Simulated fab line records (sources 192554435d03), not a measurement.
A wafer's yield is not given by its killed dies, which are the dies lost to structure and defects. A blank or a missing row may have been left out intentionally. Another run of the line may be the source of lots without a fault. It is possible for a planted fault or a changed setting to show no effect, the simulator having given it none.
Matching of chambers    flow n5-finfet    N5_BEOL_M1_ETCHBACK_99 on rie-diel-01: 4 sister chambers
The step etches SiO2 in CHF3, target depth 5 nm, time 10.4 s. 16 wafers are shown with their chamber, then 8 later ones without.

## WAFERS WITH THEIR CHAMBER
wafer   chamber  throttle-valve-pct (%)  showerhead-plenum-p-Torr (Torr)  oes-product-au (a.u.)
L081.3  1        17.14                   2.13                             0.72
L081.5  3        17.14                   2.23                             0.71
L081.6  2        17.23                   2.23                             0.70
L083.2  2        17.25                   2.23                             0.70
L083.5  1        17.15                   2.12                             0.70
L083.6  2        17.24                   2.23                             0.70
L086.1  0        16.66                   2.20                             0.97
L086.2  3        17.15                   2.22                             0.70
L086.6  2        17.26                   2.23                             0.69
L087.1  0        16.67                   2.20                             0.98
L087.3  3        17.16                   2.22                             0.71
L087.4  1        17.15                   2.12                             0.71
L088.1  0        16.69                   2.20                             0.96
L088.4  1        17.16                   2.12                             0.70
L088.5  3        17.16                   2.22                             0.69
L089.1  1        17.16                   2.12                             0.70

SIGNATURES (means of the wafers above)
reading                   chamber 0  chamber 1  chamber 2  chamber 3  scatter within a chamber
throttle-valve-pct        16.6733    17.1520    17.2450    17.1525    0.0113
showerhead-plenum-p-Torr  2.2000     2.1220     2.2300     2.2225     0.00359
oes-product-au            0.9700     0.7060     0.6975     0.7025     0.00851
Rule: distance of a wafer from a chamber = root of the sum over the readings of ((wafer's reading minus chamber's mean) / reading's scatter) squared. If the next closest chamber is less than 2 further off than the closest, the wafer can't be placed; otherwise it belongs to the closest. The scatter: take each reading less its chamber's mean, square it, sum over the shown wafers, divide by the number of wafers less the number of chambers, and take the root.

## WAFERS WITH NO CHAMBER GIVEN
wafer   throttle-valve-pct (%)  showerhead-plenum-p-Torr (Torr)  oes-product-au (a.u.)
L089.2  17.25                   2.23                             0.69
L089.6  17.28                   2.23                             0.68
L091.2  16.67                   2.20                             0.95
L091.4  17.16                   2.12                             0.70
L091.5  17.16                   2.22                             0.70
L092.2  17.28                   2.22                             0.68
L092.4  17.18                   2.22                             0.69
L092.5  17.28                   2.22                             0.69

## WHICH CHAMBER EACH WENT THROUGH
wafer   from the rows above  in truth
L089.2  2                    2
L089.6  2                    2
L091.2  0                    0
L091.4  1                    1
L091.5  3                    3
L092.2  2                    2
L092.4  3                    3
L092.5  2                    2
Placed correctly: 8 of 8. Can't be placed from these rows: 0. Placed wrongly: 0.
